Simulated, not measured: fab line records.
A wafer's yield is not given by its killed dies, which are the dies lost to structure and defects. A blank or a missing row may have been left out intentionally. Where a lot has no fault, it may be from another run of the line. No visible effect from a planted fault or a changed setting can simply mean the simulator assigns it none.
Comparing a struck lot with a sound one    flow nandHarc    13 out of 1159 route steps
Sound: wafers L859.1, L859.5, L859.6. The struck wafers were L863.2, L863.4, L863.6. Last of all comes the cause.
Each step with rows lists, per side, the tool, then ch with its chambers, then its first start. Under that, the readings that differ: sound wafers    struck wafers    difference of the means    sigmas: that difference in standard deviations of wafers without a fault.
alike: readings with means less than 2 such deviations apart, plus words and numbers identical on both sides. not compared: withheld readings, readings lacking a value on some wafer, bounds such as >300 that could conceal the same value, and numbers that have no deviation in the record and whose values overlap.
Wherever a step has rows on one side only, a row that says differs or no value, or a row with sigmas, the two part there. When numbers do not overlap yet have no deviation, they are printed without sigmas and do not part them. Lack of a reading on every wafer of one side parts them only where that side has two or more wafers.

NHARC_P_M0_INSPECT_27:
  sound on defectInspect-02, day 7 06:51; struck on defectInspect-01, day 8 08:40
  alike: rawDefectCount
NHARC_P_M0_PRE_CLEAN_31: time 12 s.
  sound on pecvd-04 ch 0,2, day 7 06:57; struck on pecvd-01 ch 0,1,2, day 8 08:44
  alike: heaterPowerW
  not compared: sinceWetCleanH
NHARC_P_M0_DEP_32: deposits SiCN, target thk 30 nm.
  sound on pecvd-04 ch 0,2, day 7 07:02; struck on pecvd-01 ch 0,1,2, day 8 08:51
  alike: heaterPowerW
  not compared: sinceWetCleanH
then, 8 steps without rows for these wafers: NHARC_P_M1_DEP_00 (deposits SiOC, target thk 182.5 nm); NHARC_P_M1_DEHYDRATE_01 (time 120 s); NHARC_P_M1_HMDS_02 (time 30 s); NHARC_P_M1_COAT_34 (time 65 s); NHARC_P_M1_COAT_03 (resist thk 90 nm); NHARC_P_M1_SOFTBAKE_04 (time 55 s); NHARC_P_M1_EBR_05; NHARC_P_M1_EXPOSE_06 (exposes mask P M1, target cd 130 nm).
NHARC_P_M1_PEB_07: peb time 65 s.
  struck on lithoTrack-04, day 8 09:51; sound on lithoTrack-04 ch 0, day 7 08:11
  no value came back on the struck wafers for chillPlateTempC (C), exhaustPa (Pa), resistLineTempC (C); on the sound wafers chillPlateTempC (C) reads 22.93 22.92 22.96
then, 1 step without rows for these wafers: NHARC_P_M1_DEVELOP_08 (develop time 35 s).

WHERE THEY PART
Within this record, at NHARC_P_M1_PEB_07 only.

WHY: what the simulator had put in
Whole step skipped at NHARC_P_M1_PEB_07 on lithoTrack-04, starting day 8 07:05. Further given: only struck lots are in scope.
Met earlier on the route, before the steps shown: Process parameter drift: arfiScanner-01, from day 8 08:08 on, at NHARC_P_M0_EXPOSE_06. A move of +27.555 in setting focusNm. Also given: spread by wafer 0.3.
